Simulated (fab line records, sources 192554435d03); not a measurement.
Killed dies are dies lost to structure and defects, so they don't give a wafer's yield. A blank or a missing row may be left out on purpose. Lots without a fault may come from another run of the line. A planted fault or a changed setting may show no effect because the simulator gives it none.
fab line records | flow n5_finfet | part 2 of 2: steps 5 to 6 of 6
record lots=24 wafers=72 last_day=18
route steps=1938 shown FIN_CUT@174 STI_FIN_REVEAL@200 DUMMY_GATE@219
lots that met no fault: from a run of the same line without faults
start_h: hours from the record's first day to the start of the lot's first wafer shown | wait_h: hours since the lot's step before | " the same as in the row above | L1.1+2: a row that stands for several wafers | - no value, or no start given | * or withheld: withheld | < > ~ a bound
route shown NAME@n: a module of which the file shows steps, and the number in the route of the first | usual: mean/standard deviation of fault-free wafers | same: alike in all rows | chamber/n: place in a boat | sites: the reading at each site | _std_site: their standard deviation | _edge_site: outer sites' mean less inner sites' | radius_mm: how far each site lies from the wafer's centre | mask NAME#n: copy n | behind: the tool/chamber that last shaped the wafer | hold: why the lot was held/for how many hours/how that ended | device: the transistor (n, p or np) that didn't switch | end of line: the same wafers' tests at the end of the route | a step without rows: its recipe alone | killed: dies lost to structure and defects at the first sort, not the wafer's yield | map: a wafer's dies, x killed, . not, _ none there
set.NAME: the setting as run; set.NAME@STEP: as run at that earlier step | model.NAME: the simulator's own value behind a step, which no gauge read
steps of the route over a sample of lots; a table a step, a row a wafer
services: from which hour (start_h, from the record's first day; less than 0 if before it) a tool's chamber was out of use, for how many hours, and why
## steps
# step N5_DUMMY_GATE_DESCUM_20
# recipe chemistry=O2 time_s=6.2 source_power_w=50 bias_power_w=20 pressure_mtorr=20 rf_frequency_hz=2.712e+07 temp_c=40 resist=CAR-EUV o2_flow_sccm=225
# usual bias_power_w=20.00/0.059 drypump_motor_current_A=5.6/0.33 oes_product_au=0.83/0.082 rf_vpp_V=243.8/1.4 showerhead_plenum_p_Torr=2.12/0.082 throttle_valve_pct=20.2/0.32
# columns lot.wafer tool chamber start_h wait_h bias_power_w drypump_motor_current_A oes_product_au rf_hours_counter_h rf_vpp_V showerhead_plenum_p_Torr throttle_valve_pct
L074.1 rie_diel-06 1 47.23 1.3 20.11 5.9 0.94 7 243.7 2.12 19.7
L074.2 " 3 " " 19.90 5.3 0.90 23 245.2 2.23 20.3
L074.3 " 2 " " 20.06 5.2 0.74 167 244.1 2.07 20.5
L075.3 rie_diel-06 3 52.15 0.0 19.99 5.3 0.91 25 246.2 2.22 20.3
L075.4 " 2 " " 19.98 5.2 0.74 - 243.1 2.07 20.5
L075.6 " 3 " " 20.00 5.3 0.91 - 246.0 2.23 20.3
L076.3 rie_diel-03 2 58.88 0.0 19.87 5.2 0.78 132 242.1 2.00 19.9
L076.4 " 3 " " 20.01 5.9 0.71 201 244.9 2.16 20.8
L076.6 " 0 " " 19.93 5.2 0.89 - 244.8 2.24 20.1
L077.3 rie_diel-01 3 65.69 0.0 19.97 6.3 0.96 13 242.8 2.05 20.0
L077.4 " 2 " " 20.06 6.1 0.74 184 242.9 2.01 20.6
L077.6 " 1 " " 19.87 5.8 0.74 - 241.8 2.09 20.2
L078.2 rie_diel-03 3 70.07 0.0 19.97 5.9 0.72 206 243.9 2.16 20.8
L078.4 " 1 " " 20.01 6.0 0.84 - 246.3 2.21 19.9
L078.5 " 0 " " 19.94 5.2 0.89 - 244.8 2.24 20.1
L079.3 rie_diel-06 0 77.11 0.1 19.91 5.8 0.98 6 244.5 2.05 20.3
L079.4 " 2 " " 20.00 5.2 0.74 177 243.1 2.07 20.5
L079.6 " 0 " " 19.98 5.8 0.98 - 243.6 2.05 20.3
L080.1 rie_diel-03 2 82.29 0.1 20.03 5.2 0.78 137 242.3 2.00 19.9
L080.4 " 3 " " 19.97 5.9 0.71 210 244.3 2.16 20.8
L080.6 " 2 " " 20.03 5.2 0.78 - 242.2 2.00 19.9
L081.1 rie_diel-06 1 90.15 0.0 20.03 5.9 0.91 20 244.8 2.12 19.7
L081.2 " 2 " " 19.96 5.2 0.73 181 240.7 2.07 20.6
L081.5 " 0 " " 20.08 5.8 0.97 - 242.6 2.05 20.3
L082.1 rie_diel-06 2 99.79 0.0 19.95 5.2 0.73 184 243.8 2.07 20.6
L082.4 " 0 " " 20.05 5.8 0.96 12 241.7 2.05 20.4
L082.5 " 0 " " 19.95 5.8 0.96 - 243.1 2.05 20.4
L083.1 rie_diel-06 1 106.98 0.0 20.08 5.9 0.90 25 244.5 2.11 19.7
L083.2 " 3 " " 20.11 5.3 0.88 41 245.4 2.22 20.4
L083.5 " 3 " " 20.10 5.3 0.87 - 244.7 2.22 20.4
L084.1 rie_diel-03 3 117.12 0.0 20.05 5.9 0.71 220 244.6 2.15 20.8
L084.5 " 1 " " 20.00 6.0 0.82 - 244.6 2.20 19.9
L084.6 " 2 " " 20.09 5.2 0.77 - 240.6 1.99 19.9
L085.2 rie_diel-06 3 120.90 0.0 20.07 5.3 0.86 46 246.1 2.22 20.4
L085.4 " 3 " " 20.00 5.3 0.85 - 245.1 2.22 20.4
L085.6 " 0 " " 20.02 5.7 0.94 - 242.2 2.05 20.4
L086.1 rie_diel-03 3 124.03 0.3 20.05 5.9 0.71 222 243.6 2.15 20.8
L086.2 " 1 " " 20.01 6.0 0.82 74 244.7 2.20 19.9
L086.4 " 2 " " 20.04 5.2 0.78 149 241.7 1.99 19.9
L087.1 rie_diel-06 2 128.85 0.0 19.94 5.2 0.73 194 242.6 2.06 20.6
L087.2 " 3 " " 20.03 5.3 0.85 49 244.7 2.22 20.4
L087.6 " 0 " " 20.00 5.8 0.92 - 241.5 2.05 20.4
L088.2 rie_diel-03 2 131.82 0.1 19.92 5.2 0.77 151 242.3 1.99 19.9
L088.5 " 3 " " 20.00 5.9 0.70 - 245.1 2.15 20.8
L088.6 " 2 " " 19.85 5.2 0.77 - 241.6 1.99 19.9
L089.3 rie_diel-06 3 136.93 0.2 19.93 5.3 0.86 51 245.7 2.22 20.4
L089.4 " 1 " " 19.94 5.9 0.89 30 245.1 2.11 19.8
L089.5 " 0 " " 19.95 5.8 0.92 - 242.6 2.04 20.4
L090.2 rie_diel-06 0 142.21 0.0 20.00 5.8 0.92 28 242.4 2.04 20.4
L090.3 " 2 " " 20.01 5.2 0.72 197 242.4 2.06 20.6
L090.4 " 3 " " 19.97 5.3 0.85 53 244.3 2.21 20.4
L091.1 rie_diel-06 3 149.48 0.0 19.97 5.3 0.85 55 246.1 2.21 20.4
L091.3 " 1 " " 20.01 5.9 0.88 34 244.4 2.11 19.8
L091.4 " 2 " " 19.97 5.2 0.71 199 242.7 2.06 20.6
L092.2 rie_diel-06 1 159.43 0.0 20.01 5.9 0.89 35 242.9 2.11 19.8
L092.5 " 0 " " 20.07 5.8 0.91 - 242.4 2.04 20.4
L092.6 " 3 " " 20.03 5.3 0.85 - 244.7 2.21 20.4
L093.1 rie_diel-03 1 160.49 0.0 20.07 6.0 0.81 80 245.6 2.20 19.9
L093.2 " 0 " " 19.92 5.2 0.84 61 245.7 2.23 20.1
L093.3 " 2 " " 19.97 5.2 0.76 161 242.8 1.99 19.9
L094.4 rie_diel-03 2 167.45 0.1 19.90 5.2 0.76 162 240.5 1.99 19.9
L094.5 " 3 " " 19.98 5.9 0.70 - 243.0 2.15 20.8
L094.6 " 0 " " 19.91 5.2 0.83 - 245.4 2.23 20.1
L095.2 rie_diel-03 1 173.11 0.3 20.00 6.0 0.80 82 246.3 2.20 19.9
L095.4 " 3 " " 19.99 5.8 0.69 238 245.9 2.15 20.8
L095.5 " 2 " " 19.97 5.2 0.76 - 242.9 1.99 19.9
L096.1 rie_diel-03 2 176.92 0.1 20.10 5.2 0.76 165 243.0 1.99 19.9
L096.2 " 0 " " 20.02 5.2 0.84 65 244.9 2.22 20.1
L096.4 " 3 " " 19.98 5.9 0.70 239 244.0 2.15 20.8
L097.4 rie_diel-01 3 185.42 0.1 19.93 6.2 0.90 49 242.9 2.04 20.1
L097.5 " 3 " " 20.02 6.2 0.89 - 241.5 2.04 20.1
L097.6 " 0 " " 19.90 5.2 0.72 - 244.4 2.15 20.4
# step N5_DUMMY_GATE_STRIP_48
# recipe chemistry=N2/H2 time_s=20 power_w=100 temp_c=40 pressure_mtorr=100 rf_frequency_hz=6e+07 bias_power_w=3 n2_flow_sccm=300 h2_flow_sccm=300
# usual bias_power_w=3.000/0.0095 drypump_motor_current_A=5.6/0.36 oes_product_au=0.81/0.089 rf_vpp_V=45.3/0.84 showerhead_plenum_p_Torr=3.42/0.12 throttle_valve_pct=12.1/0.36
# columns lot.wafer tool chamber start_h wait_h bias_power_w drypump_motor_current_A oes_product_au rf_hours_counter_h rf_vpp_V showerhead_plenum_p_Torr throttle_valve_pct
L074.1 rie_diel-01 1 48.46 0.0 2.990 5.8 0.74 154 45.5 3.37 12.0
L074.2 " 0 " " 3.004 5.3 0.76 134 47.2 3.53 12.3
L074.3 " 3 " " 3.004 6.3 0.99 7 45.4 3.32 11.8
L075.3 rie_diel-06 3 53.12 0.0 3.011 5.3 0.90 25 45.4 3.56 12.0
L075.4 " 1 " " 3.003 5.9 0.93 10 44.5 3.44 11.6
L075.6 " 2 " " 2.987 5.2 0.74 - 46.6 3.37 12.5
L076.3 rie_diel-01 1 59.86 0.0 2.988 5.8 0.74 158 45.8 3.37 12.0
L076.4 " 2 " " 2.984 6.1 0.73 182 43.6 3.22 12.3
L076.6 " 1 " " 3.000 5.9 0.74 - 45.8 3.37 12.0
L077.3 rie_diel-03 1 66.65 0.0 2.987 6.0 0.84 57 46.4 3.57 11.7
L077.4 " 0 " " 2.995 5.2 0.88 - 44.9 3.59 11.8
L077.6 " 1 " " 2.991 6.0 0.83 - 44.3 3.57 11.7
L078.2 rie_diel-03 3 71.19 0.0 2.988 5.9 0.72 206 47.4 3.52 12.8
L078.4 " 0 " " 3.002 5.3 0.90 32 45.1 3.59 11.8
L078.5 " 1 " " 2.995 6.0 0.84 - 45.2 3.57 11.7
L079.3 rie_diel-06 1 78.12 0.0 3.007 5.9 0.92 16 45.6 3.43 11.6
L079.4 " 3 " " 3.003 5.3 0.88 33 46.4 3.56 12.0
L079.6 " 0 " " 3.010 5.8 0.99 - 46.8 3.30 11.9
L080.1 rie_diel-03 1 83.47 0.0 2.994 6.0 0.82 63 46.2 3.57 11.7
L080.4 " 0 " " 2.994 5.3 0.88 37 45.4 3.59 11.8
L080.6 " 0 " " 2.995 5.3 0.89 - 45.5 3.59 11.8
L081.1 rie_diel-03 0 91.12 0.0 2.992 5.3 0.88 39 46.1 3.59 11.8
L081.2 " 2 " " 3.024 5.2 0.78 140 45.0 3.27 11.9
L081.5 " 2 " " 3.006 5.2 0.78 - 45.4 3.27 11.9
L082.1 rie_diel-06 1 101.01 0.0 3.009 5.9 0.91 23 44.8 3.43 11.6
L082.4 " 2 " " 3.023 5.2 0.73 184 46.8 3.37 12.5
L082.5 " 3 " " 3.007 5.3 0.88 - 44.7 3.55 12.0
L083.1 rie_diel-03 3 107.94 0.0 2.992 5.9 0.70 218 46.4 3.51 12.9
L083.2 " 0 " " 3.012 5.3 0.87 44 45.6 3.58 11.8
L083.5 " 0 " " 3.015 5.3 0.87 - 44.2 3.58 11.8
L084.1 rie_diel-06 0 118.09 0.0 2.995 5.8 0.95 19 45.5 3.30 11.9
L084.5 " 0 " " 3.001 5.8 0.95 - 45.7 3.30 11.9
L084.6 " 3 " " 2.996 5.3 0.86 - 44.7 3.55 12.1
L085.2 rie_diel-01 2 121.87 0.0 2.998 6.1 0.71 200 45.0 3.21 12.3
L085.4 " 1 " " 3.000 5.9 0.73 177 45.1 3.36 12.1
L085.6 " 0 " " 2.998 5.2 0.73 - 46.1 3.52 12.4
L086.1 rie_diel-01 1 125.19 0.0 3.008 5.8 0.72 178 45.1 3.36 12.1
L086.2 " 0 " " 3.019 5.2 0.73 159 46.8 3.52 12.3
L086.4 " 2 " " 3.001 6.1 0.72 202 45.4 3.21 12.4
L087.1 rie_diel-06 0 129.82 0.0 2.990 5.8 0.93 23 45.1 3.29 11.9
L087.2 " 1 " " 2.995 5.9 0.88 28 45.9 3.43 11.6
L087.6 " 0 " " 2.996 5.8 0.93 - 44.6 3.29 11.9
L088.2 rie_diel-06 2 132.79 0.0 2.999 5.2 0.73 195 45.2 3.36 12.6
L088.5 " 1 " " 3.007 5.9 0.90 - 44.3 3.43 11.6
L088.6 " 0 " " 3.007 5.8 0.93 - 44.6 3.29 11.9
L089.3 rie_diel-03 3 138.01 0.0 3.003 5.9 0.70 227 46.1 3.51 12.9
L089.4 " 0 " " 2.999 5.3 0.85 - 44.6 3.58 11.8
L089.5 " 3 " " 3.005 5.9 0.70 - 46.2 3.51 12.9
L090.2 rie_diel-06 2 143.20 0.0 2.995 5.2 0.73 197 44.2 3.36 12.6
L090.3 " 0 " " 2.980 5.8 0.92 28 44.3 3.29 11.9
L090.4 " 1 " " 3.000 5.9 0.89 32 45.2 3.43 11.6
L091.1 rie_diel-03 3 150.53 0.0 3.008 5.9 0.70 232 44.9 3.50 12.9
L091.3 " 2 " " 2.996 5.2 0.76 158 45.1 3.26 12.0
L091.4 " 0 " " 2.990 5.3 0.85 - 45.9 3.58 11.8
L092.2 rie_diel-06 2 160.40 0.0 2.995 5.2 0.72 201 45.9 3.36 12.6
L092.5 " 1 " " 2.998 5.9 0.87 - 45.3 3.42 11.6
L092.6 " 2 " " 2.985 5.2 0.71 - 46.7 3.36 12.6
L093.1 rie_diel-01 0 161.66 0.0 3.010 5.2 0.72 169 44.9 3.51 12.4
L093.2 " 1 " " 2.991 5.9 0.72 189 45.5 3.35 12.1
L093.3 " 2 " " 3.013 6.1 0.70 212 46.4 3.20 12.4
L094.4 rie_diel-06 2 168.82 0.0 3.001 5.2 0.70 204 43.6 3.36 12.6
L094.5 " 1 " " 3.012 5.9 0.87 - 44.6 3.42 11.7
L094.6 " 2 " " 3.006 5.3 0.71 - 44.9 3.36 12.6
L095.2 rie_diel-01 1 174.07 0.0 2.993 5.9 0.71 192 44.9 3.35 12.1
L095.4 " 2 " " 3.003 6.1 0.71 216 45.3 3.20 12.4
L095.5 " 2 " " 2.996 6.1 0.71 - 45.4 3.20 12.4
L096.1 rie_diel-01 0 178.21 0.0 3.007 5.2 0.72 175 46.5 3.51 12.4
L096.2 " 3 " " 2.989 6.2 0.90 48 44.6 3.29 11.9
L096.4 " 1 " " 3.001 5.9 0.72 193 45.0 3.35 12.1
L097.4 rie_diel-03 3 186.42 0.0 2.998 5.9 0.68 241 44.7 3.50 12.9
L097.5 " 1 " " 3.001 6.0 0.80 - 44.5 3.55 11.8
L097.6 " 2 " " 2.991 5.2 0.75 - 45.4 3.26 12.0
## services
# columns tool chamber start_h hours kind
rie_diel-01 2 5.12 6.2 repair
plasma_asher-02 - 5.48 6.1 repair
rie_diel-01 3 11.93 - clean
rie_diel-01 3 11.93 - consumable_replace:focus_ring
rie_diel-01 3 11.93 18.2 scheduled_down
rie_diel-01 3 11.93 18.2 vent_cycle
rie_diel-06 1 20.79 - clean
rie_diel-06 1 20.79 - consumable_replace:focus_ring
rie_diel-06 1 20.79 14.2 scheduled_down
rie_diel-06 1 20.79 14.2 vent_cycle
rie_diel-03 - 32.50 14.6 pm
rie_diel-06 0 35.19 - clean
rie_diel-06 0 35.19 - consumable_replace:focus_ring
rie_diel-06 0 35.19 17.4 scheduled_down
rie_diel-06 0 35.19 17.4 vent_cycle
rie_diel-03 2 48.78 2.7 repair
rie_diel-03 2 62.74 8.3 repair
rie_diel-06 - 82.95 0.9 repair
plasma_asher-02 - 95.13 2.8 pm
rie_diel-06 3 95.68 2.3 repair
rie_diel-06 1 108.93 13.4 repair
plasma_asher-01 - 152.33 4.6 repair
